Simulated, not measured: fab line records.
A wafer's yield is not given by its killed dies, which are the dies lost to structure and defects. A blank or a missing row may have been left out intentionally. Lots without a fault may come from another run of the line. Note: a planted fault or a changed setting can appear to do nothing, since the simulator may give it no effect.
A lot that was struck, set against a sound lot / flow n5-finfet / 16 out of 1938 route steps
Sound: the wafers L212.1, L212.3, L212.6. Struck: wafers L219.4, L219.5, L219.6. At the end, the cause is stated.
Order at every step that has rows: each side's tool, ch and its chambers, its first start. Under that, the readings that differ: sound wafers / struck wafers / difference of the means / sigmas: that difference in standard deviations of wafers without a fault.
alike: readings with means less than 2 such deviations apart, plus words and numbers identical on both sides. not compared: withheld readings, readings lacking a value on some wafer, bounds such as >300 that could conceal the same value, and numbers that have no deviation in the record and whose values overlap.
A row with sigmas, a row that says differs or no value, or rows on one side alone: a step with any of these is where the two part. Non-overlapping numbers with no deviation appear without sigmas and do not part them. A reading missing from all wafers of one side parts the sides only when that side holds two or more wafers.

N5_BEOL_M3_ANNEAL_95: time 240 s.
  struck on pvd-sputter-03, day 11 04:20; sound on pvd-sputter-02, day 9 00:30
  alike: heater-power-w
N5_BEOL_M3_SPUTTER_96: material Cu, target thk 4.5 nm, time 8.29 s.
  struck on pvd-sputter-03, day 11 04:28; sound on pvd-sputter-02, day 9 00:38
  alike: chuck-gas-flow-sccm, throttle-valve-pct
then, 1 step without rows for these wafers: N5_BEOL_M3_ECD_50 (material Cu, target thk 300 nm).
N5_BEOL_M3_ANNEAL_51: time 90 s.
  sound on rtp-anneal-01 ch 0, day 9 00:50; struck on rtp-anneal-02 ch 0, day 11 04:48
  alike: wafer_temp_C_max
then, 1 step without rows for these wafers: N5_BEOL_M3_CMP_52 (polishes, stops on SiOC, t overpolish 6.8 s, target thk 40 nm).
N5_BEOL_M3_THK_MEAS_53: measures by xrf.
  struck on film-metro-02, day 11 05:18; sound on film-metro-01, day 9 01:56
  alike: M3_THK
N5_BEOL_M3_PRE_CLEAN_60: time 15 s.
  sound on cvd-co-02 ch 1,2, day 9 01:58; struck on cvd-co-01 ch 0,1,2, day 11 05:21
  alike: heater-power-w
N5_BEOL_M3_CO_CAP_55: material Co, precursor CCTBA/H2, target thk 2 nm, time 102.1 s.
  sound on cvd-co-02 ch 1,2, day 9 02:01; struck on cvd-co-01 ch 0,1,2, day 11 05:25
  alike: heater-power-w
then, 2 steps without rows for these wafers: N5_BEOL_M3_PRE_CLEAN_56 (time 15 s); N5_BEOL_M3_DEP_57 (deposits SiCN from 3MS/NH3, target thk 8 nm, time 14 s).
N5_BEOL_M3_RS_MEAS_58: measures by four-point-probe.
  struck on film-metro-01, day 11 05:34; sound on film-metro-01, day 9 02:11
  alike: M3_RS
N5_BEOL_M3_INSPECT_59: inspects for defects (darkfield).
  struck on defect-inspect-01, day 11 05:35; sound on defect-inspect-02, day 9 02:13
  alike: raw-defect-count
N5_BEOL_M4_ILD_DEP_00: deposits SiOC from DEMS/O2, target thk 79 nm, time 15.3 s.
  sound on pecvd-04 ch 0,1, day 9 02:16; struck on pecvd-04 ch 0,1,2, day 11 05:38
reading=susceptor-temp-C (C); sound=349.83 350.09 350.00; struck=345.40 345.59 345.89; difference=-4.35; sigmas=-18
  alike: heater-power-w, showerhead-plenum-p-Torr, throttle-valve-pct
N5_BEOL_M4_THK_MEAS_01:
  struck on film-metro-02, day 11 05:41; sound on film-metro-02, day 9 02:19
reading=M4_ILD_THK (nm); sound=78.8 78.5 80.4; struck=81.6 81.4 82.6; difference=+2.6; sigmas=+3
N5_BEOL_M4_RC_MEAS_101:
  sound on prober-02 ch 0, day 9 15:07; struck on prober-02 ch 0, day 11 17:20
  alike: DIBL_N, DIBL_P, IOFF_N, IOFF_P, ION_N, ION_P, SS_N, SS_P, VT_N, VT_P
then, 1 step without rows for these wafers: N5_PASSIVATION_PROBE_49.

== WHERE THEY PART ==
Earliest at N5_BEOL_M4_ILD_DEP_00; latest, in this record, at N5_BEOL_M4_THK_MEAS_01. Later steps at which nothing parts them and some readings are alike: N5_BEOL_M4_RC_MEAS_101.

WHY: what the simulator had put in
Drift in process parameters on pecvd-04 at N5_BEOL_M4_ILD_DEP_00, starting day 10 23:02. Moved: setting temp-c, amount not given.
